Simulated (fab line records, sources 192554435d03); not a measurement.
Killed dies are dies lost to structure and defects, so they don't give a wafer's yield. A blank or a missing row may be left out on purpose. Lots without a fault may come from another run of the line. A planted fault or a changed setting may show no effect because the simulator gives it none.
Split-lot experiment | flow n5_finfet | 7 lots, 21 wafers read, on a route of 1938 steps

THE SPLIT
At N5_SDB_ALD_29 (deposits SiNx, target thk 30 nm, pulse time 1 s, ald cycles 600), the setting ald_cycles was moved away from the recipe's 600 on 8 of the 21 wafers read, by -10.0% to +11.8%. The other wafers ran this setting at the recipe's value.

FROM THE SPLIT TO THE READING: what the file shows between them, 3 steps
- N5_SDB_CMP_30: polishes, stops on poly-Si, t overpolish 1.54 s, target thk 30 nm
- N5_DUMMY_REMOVAL_HM_STRIP_01: strips SiNx in CH3F/O2, stops on poly-Si, target depth 4 nm, time 6.8 s
- N5_DUMMY_REMOVAL_STRIP_10: strips in N2/H2, time 40 s

THE READING
SiNx_of_SDB_ALD_29.thk_nm (the simulator's own value, which no gauge read), in nm, at N5_DUMMY_REMOVAL_PRECLEAN_07 (cleans in dHF, time 30 s). The file gives no usual value for it. The 13 wafers here that ran the recipe average 29.3 nm, standard deviation 0.14 nm.

wafer  | tool, chamber at the split | ald_cycles as run | against the recipe | SiNx_of_SDB_ALD_29.thk_nm, nm | against lot-mates on the recipe
L074.4 | ald_sin-03, 0,2            | 600               | recipe             | 29.4                          | -
L074.6 | ald_sin-03, 0,2            | 600               | recipe             | 29.4                          | -
L074.5 | ald_sin-03, 3              | 600               | recipe             | 29.2                          | -
L077.4 | ald_sin-01, 0              | 627               | +4.5%              | 29.4                          | +0.3
L077.5 | ald_sin-01, 1,2            | 600               | recipe             | 29                            | -
L077.6 | ald_sin-01, 1,2            | 600               | recipe             | 29.2                          | -
L083.2 | ald_sin-04, 2              | 671               | +11.8%             | 30.4                          | +1.2
L083.3 | ald_sin-04, 1              | 600               | recipe             | 29.4                          | -
L083.6 | ald_sin-04, 0              | 600               | recipe             | 29                            | -
L087.2 | ald_sin-04, 1              | 540               | -10.0%             | 26.2                          | no lot-mate on the recipe
L087.3 | ald_sin-04, 0              | 540               | -10.0%             | 26                            | no lot-mate on the recipe
L087.4 | ald_sin-04, 2              | 540               | -10.0%             | 26                            | no lot-mate on the recipe
L095.1 | ald_sin-01, 2,1            | 600               | recipe             | 29.4                          | -
L095.3 | ald_sin-01, 2,1            | 600               | recipe             | 29.4                          | -
L095.5 | ald_sin-01, 2              | 600               | recipe             | 29.2                          | -
L096.3 | ald_sin-04, 1              | 600               | recipe             | 29.2                          | -
L096.4 | ald_sin-04, 3,1            | 573               | -4.5%              | 27.8                          | -1.4
L096.5 | ald_sin-04, 3,1            | 573               | -4.5%              | 28                            | -1.2
L097.2 | ald_sin-03, 0              | 559               | -6.8%              | 27.4                          | -1.9
L097.3 | ald_sin-03, 1              | 600               | recipe             | 29.2                          | -
L097.6 | ald_sin-03, 0              | 600               | recipe             | 29.4                          | -
Where a row lists several chambers, the file gives one row for several wafers and doesn't say which wafer went through which chamber.

THE FIT
A straight line over all 21 wafers: SiNx_of_SDB_ALD_29.thk_nm changes by +0.231 nm for each +1% of ald_cycles; r = +0.92; the points scatter about the line by 0.49 nm.
The same after taking each lot's own level away (the mean of its wafers on the recipe; 18 wafers): +0.163 nm for each +1%; r = +0.89; scatter 0.32 nm.
On that fit, the largest move of ald_cycles shifts the reading by 1.9 nm.
The lots' own levels span 29.10 to 29.33 nm, that is 1.6 times the standard deviation above.
So the lot-to-lot level changes the slope: the two fits differ.
Check: with one of the wafers moved furthest among these (+11.8%) left out of the fit, the line predicts +2.66 nm for it against its lot-mates. It came out at +1.2 nm against them.

OTHER SPLITS ON THESE WAFERS
These wafers also went through other splits before the reading. Each is held against what the fit with the lots' levels taken away leaves over:
other split on the same wafers | wafers away from the commonest value | r with SiNx_of_SDB_ALD_29.thk_nm (lot level and that fit taken away)
N5_SDB_EXPOSE_08 dose_mj       | 2                                    | +0.40

THE WHOLE CHAIN: every reading that the file lists as answering this split, in the file's order
step                         | what it does                                                    | reading                                                                    | change (the file's fit)               | r (the file's)
N5_SDB_ALD_29                | deposits SiNx, target thk 30 nm, pulse time 1 s, ald cycles 600 | SiNx_of_SDB_ALD_29.thk_nm (the simulator's own value, which no gauge read) | +0.31 nm for each +1% of the setting  | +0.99
N5_DUMMY_REMOVAL_PRECLEAN_07 | cleans in dHF, time 30 s                                        | SiNx_of_SDB_ALD_29.thk_nm (the simulator's own value, which no gauge read) | +0.151 nm for each +1% of the setting | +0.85

THE FILE'S OWN FIT
SiNx_of_SDB_ALD_29.thk_nm changes by +0.151 nm for each +1% of ald_cycles, r = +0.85.
